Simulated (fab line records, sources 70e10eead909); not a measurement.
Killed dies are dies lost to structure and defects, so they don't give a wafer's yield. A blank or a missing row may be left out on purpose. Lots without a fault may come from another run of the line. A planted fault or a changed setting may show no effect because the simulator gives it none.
A struck lot beside a sound one | flow nand_harc | 16 steps out of a route of 1302
Sound: wafers L151.2, L151.3, L151.5. Struck: wafers L159.2, L159.3, L159.6. The cause comes at the end.
At each step with rows: each side's tool, then ch and its chambers, then its first start. Under that, the readings that differ: sound wafers | struck wafers | difference of the means | sigmas: that difference in standard deviations of wafers without a fault.
alike: readings whose means differ by less than 2 such deviations, and words and numbers that are the same on both sides. not compared: withheld readings, readings that some wafer has no value for, bounds like >300 that may hide the same value, and numbers for which the record gives no deviation and whose values overlap.
The two part at a step that has a row with sigmas, a row that says differs or no value, or rows on one side only. Numbers that don't overlap but have no deviation are shown without sigmas and don't part them. A reading that every wafer of one side lacks parts them only if that side has two wafers or more.

NHARC_A_DECK1_JOINT_INSPECT_05:
  sound on defect_inspect-02, day 15 01:45; struck on defect_inspect-01, day 18 18:00
  alike: raw_defect_count
then, 1 step without rows for these wafers: NHARC_A_ONON_D2_DEP_00 (target thk 1000 nm).
NHARC_A_ONON_D2_THK_MEAS_02: measures by ellipsometry.
  sound on film_metro-02, day 15 02:20; struck on film_metro-02, day 18 18:34
  alike: thk_nm
then, 1 step without rows for these wafers: NHARC_A_ONON_D2_DEP_03 (target thk 1000 nm).
NHARC_A_ONON_D2_THK_MEAS_05: measures by ellipsometry.
  sound on film_metro-02, day 15 02:55; struck on film_metro-02, day 18 19:08
  alike: thk_nm
then, 1 step without rows for these wafers: NHARC_A_ONON_D2_DEP_06 (target thk 1000 nm).
NHARC_A_ONON_D2_THK_MEAS_08: measures by ellipsometry.
  sound on film_metro-02, day 15 03:28; struck on film_metro-02, day 18 19:42
  alike: thk_nm
then, 1 step without rows for these wafers: NHARC_A_ONON_D2_DEP_09 (target thk 1000 nm).
NHARC_A_ONON_D2_THK_MEAS_11: measures by ellipsometry.
  sound on film_metro-01, day 15 04:02; struck on film_metro-02, day 18 20:16
  alike: thk_nm
then, 1 step without rows for these wafers: NHARC_A_ONON_D2_DEP_12 (target thk 1000 nm).
NHARC_A_ONON_D2_THK_MEAS_14: measures by ellipsometry.
  sound on film_metro-02, day 15 04:36; struck on film_metro-01, day 18 20:50
  alike: thk_nm
then, 1 step without rows for these wafers: NHARC_A_ONON_D2_ANNEAL_15 (time 3600 s).
NHARC_A_ONON_D2_DEP_16: target thk 1000 nm.
  sound on pecvd_onon-04 ch 0, day 15 13:32; struck on pecvd_onon-04 ch 0, day 19 07:08
  alike: susceptor_temp_C
NHARC_A_ONON_D2_THK_MEAS_18: measures by ellipsometry.
  sound on film_metro-02, day 15 13:59; struck on film_metro-02, day 19 07:35
  reading     | sound       | struck      | difference | sigmas
  thk_nm (nm) | 982 982 981 | 630 628 626 | -354       | -35
then, 1 step without rows for these wafers: NHARC_A_ONON_D2_DEP_19 (target thk 1000 nm).
-- the record jumps here: 11 days lie between the struck wafers' starts before and after (it left off in module A_ONON_D2 and takes up again in module END, whose first step shown is number 1302 of the route) --
NHARC_END_SORT_01:
  the record has rows for the struck wafers here (prober-02 ch 0, day 30 15:43) and none for the sound ones

WHERE THEY PART
First at NHARC_A_ONON_D2_THK_MEAS_18; last, within this record, at NHARC_END_SORT_01.

WHY: what the simulator had put in
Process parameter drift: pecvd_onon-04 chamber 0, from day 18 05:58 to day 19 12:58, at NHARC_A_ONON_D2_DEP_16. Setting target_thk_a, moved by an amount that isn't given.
